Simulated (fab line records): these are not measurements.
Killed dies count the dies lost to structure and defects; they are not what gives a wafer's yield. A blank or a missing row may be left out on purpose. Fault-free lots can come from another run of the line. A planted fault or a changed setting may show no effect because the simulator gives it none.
Split-lot experiment :: flow n5Finfet :: 7 lots, 21 wafers read, on a route of 1938 steps

== ABOUT THE SPLIT ==
At N5_BEOL_M9_ILD_DEP_00 (deposits SiCOH lowk from DEMS/porogen, target thk 308.51 nm, time 58 s), the setting timeS was moved away from the recipe's 58 s on 9 of the 21 wafers read, by -11.9% to +9.6%. The other wafers ran this setting at the recipe's value.

== FROM SPLIT TO READING: 1 step shown by the file between the two ==
- N5_BEOL_M9_CURE_71: cures SiCOH lowk, time 240 s

== THE READING ==
M9_ILD_THK (nm), taken at N5_BEOL_M9_THK_MEAS_01. On this fab line, fault-free wafers typically give 269 nm with a standard deviation of 3.8 nm.

wafer: L079.3
tool, chamber at the split: pecvd-04, 2
timeS as run, s: 60.55
against the recipe: +4.4%
M9_ILD_THK, nm: 283
against lot-mates on the recipe: +7

wafer: L079.4
tool, chamber at the split: pecvd-04, 0
timeS as run, s: 60.55
against the recipe: +4.4%
M9_ILD_THK, nm: 283
against lot-mates on the recipe: +7

wafer: L079.6
tool, chamber at the split: pecvd-04, 2
timeS as run, s: 58
against the recipe: recipe
M9_ILD_THK, nm: 276
against lot-mates on the recipe: -

wafer: L081.1
tool, chamber at the split: pecvd-04, 2
timeS as run, s: 55.14
against the recipe: -4.9%
M9_ILD_THK, nm: 251
against lot-mates on the recipe: -16

wafer: L081.2
tool, chamber at the split: pecvd-04, 1
timeS as run, s: 58
against the recipe: recipe
M9_ILD_THK, nm: 262
against lot-mates on the recipe: -

wafer: L081.4
tool, chamber at the split: pecvd-04, 2
timeS as run, s: 58
against the recipe: recipe
M9_ILD_THK, nm: 273
against lot-mates on the recipe: -

wafer: L088.1
tool, chamber at the split: pecvd-01, 1,0
timeS as run, s: 58
against the recipe: recipe
M9_ILD_THK, nm: 268
against lot-mates on the recipe: -

wafer: L088.3
tool, chamber at the split: pecvd-01, 1,0
timeS as run, s: 58
against the recipe: recipe
M9_ILD_THK, nm: 268
against lot-mates on the recipe: -

wafer: L088.4
tool, chamber at the split: pecvd-01, 2
timeS as run, s: 58
against the recipe: recipe
M9_ILD_THK, nm: 270
against lot-mates on the recipe: -

wafer: L091.2
tool, chamber at the split: pecvd-02, 0
timeS as run, s: 58
against the recipe: recipe
M9_ILD_THK, nm: 264
against lot-mates on the recipe: -

wafer: L091.3
tool, chamber at the split: pecvd-02, 1
timeS as run, s: 55.22
against the recipe: -4.8%
M9_ILD_THK, nm: 253
against lot-mates on the recipe: -11

wafer: L091.5
tool, chamber at the split: pecvd-02, 1
timeS as run, s: 55.22
against the recipe: -4.8%
M9_ILD_THK, nm: 259
against lot-mates on the recipe: -5

wafer: L094.3
tool, chamber at the split: pecvd-02, 1
timeS as run, s: 58
against the recipe: recipe
M9_ILD_THK, nm: 264
against lot-mates on the recipe: -

wafer: L094.4
tool, chamber at the split: pecvd-02, 1
timeS as run, s: 63.54
against the recipe: +9.6%
M9_ILD_THK, nm: 297
against lot-mates on the recipe: +33

wafer: L094.6
tool, chamber at the split: pecvd-02, 2
timeS as run, s: 63.54
against the recipe: +9.6%
M9_ILD_THK, nm: 300
against lot-mates on the recipe: +36

wafer: L096.3
tool, chamber at the split: pecvd-01, 2
timeS as run, s: 58
against the recipe: recipe
M9_ILD_THK, nm: 265
against lot-mates on the recipe: -

wafer: L096.4
tool, chamber at the split: pecvd-01, 2
timeS as run, s: 58
against the recipe: recipe
M9_ILD_THK, nm: 270
against lot-mates on the recipe: -

wafer: L096.6
tool, chamber at the split: pecvd-01, 0
timeS as run, s: 58
against the recipe: recipe
M9_ILD_THK, nm: 265
against lot-mates on the recipe: -

wafer: L095.2
tool, chamber at the split: pecvd-01, 1
timeS as run, s: 51.11
against the recipe: -11.9%
M9_ILD_THK, nm: 235
against lot-mates on the recipe: -35

wafer: L095.3
tool, chamber at the split: pecvd-01, 2
timeS as run, s: 51.11
against the recipe: -11.9%
M9_ILD_THK, nm: 233
against lot-mates on the recipe: -37

wafer: L095.6
tool, chamber at the split: pecvd-01, 0
timeS as run, s: 58
against the recipe: recipe
M9_ILD_THK, nm: 270
against lot-mates on the recipe: -
The file does not say which wafer passed through which chamber wherever a row lists several chambers: such a row stands for several wafers.

THE FIT
A straight line over all 21 wafers: M9_ILD_THK changes by +3.01 nm for each +1% of timeS; r = +0.98; the points scatter about the line by 3.5 nm.
The same after taking each lot's own level away (the mean of its wafers on the recipe; 21 wafers): +3.03 nm for each +1%; r = +0.97; scatter 4.2 nm.
On that fit, the largest move of timeS shifts the reading by 36 nm.
Across the lots, their own levels run from 264.0 to 276.0 nm, a range of 3.2 times the standard deviation given above.
The two slopes are in agreement: the lot-to-lot level therefore moves the slope only a little.
Check: for one of the wafers moved furthest among these (-11.9%), held out of the fit, the line's prediction against its lot-mates is -35.7 nm. It came out at -35 nm against them.

== THESE WAFERS: OTHER SPLITS ==
These wafers also went through other splits before the reading. Each is held against what the fit with the lots' levels taken away leaves over:
other split on the same wafers: N5_BEOL_M5_EXPOSE_25 doseMj
wafers away from the commonest value: 7
r with M9_ILD_THK (lot level and that fit taken away): -0.02

other split on the same wafers: N5_BEOL_M7_PECVD_70 timeS
wafers away from the commonest value: 5
r with M9_ILD_THK (lot level and that fit taken away): +0.03

other split on the same wafers: N5_BEOL_M7_ETCH_66 biasW
wafers away from the commonest value: 8
r with M9_ILD_THK (lot level and that fit taken away): +0.12

other split on the same wafers: N5_BEOL_M8_PEB_09 pebTimeS
wafers away from the commonest value: 8
r with M9_ILD_THK (lot level and that fit taken away): -0.16

other split on the same wafers: N5_BEOL_M8_DESCUM_16 timeS
wafers away from the commonest value: 6
r with M9_ILD_THK (lot level and that fit taken away): -0.09

== THE WHOLE CHAIN: every reading that the file lists as answering this split, in the file's order ==
step: N5_BEOL_M9_ILD_DEP_00
what it does: deposits SiCOH lowk from DEMS/porogen, target thk 308.51 nm, time 58 s
reading: SiCOH_lowk_of_BEOL_M9_ILD_DEP_00.thkNm (the simulator's own value, which no gauge read)
change (the file's fit): +3.37 nm for each +1% of the setting
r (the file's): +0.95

step: N5_BEOL_M9_CURE_71
what it does: cures SiCOH lowk, time 240 s
reading: SiCOH_lowk_of_BEOL_M9_ILD_DEP_00.thkNm (the simulator's own value, which no gauge read)
change (the file's fit): +2.99 nm for each +1% of the setting
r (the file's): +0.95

step: N5_BEOL_M9_THK_MEAS_01
what it does: 
reading: M9_ILD_THK
change (the file's fit): +3 for each +1% of the setting
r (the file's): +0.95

== FILE'S OWN FIT ==
M9_ILD_THK changes by +3 nm for each +1% of timeS, r = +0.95.
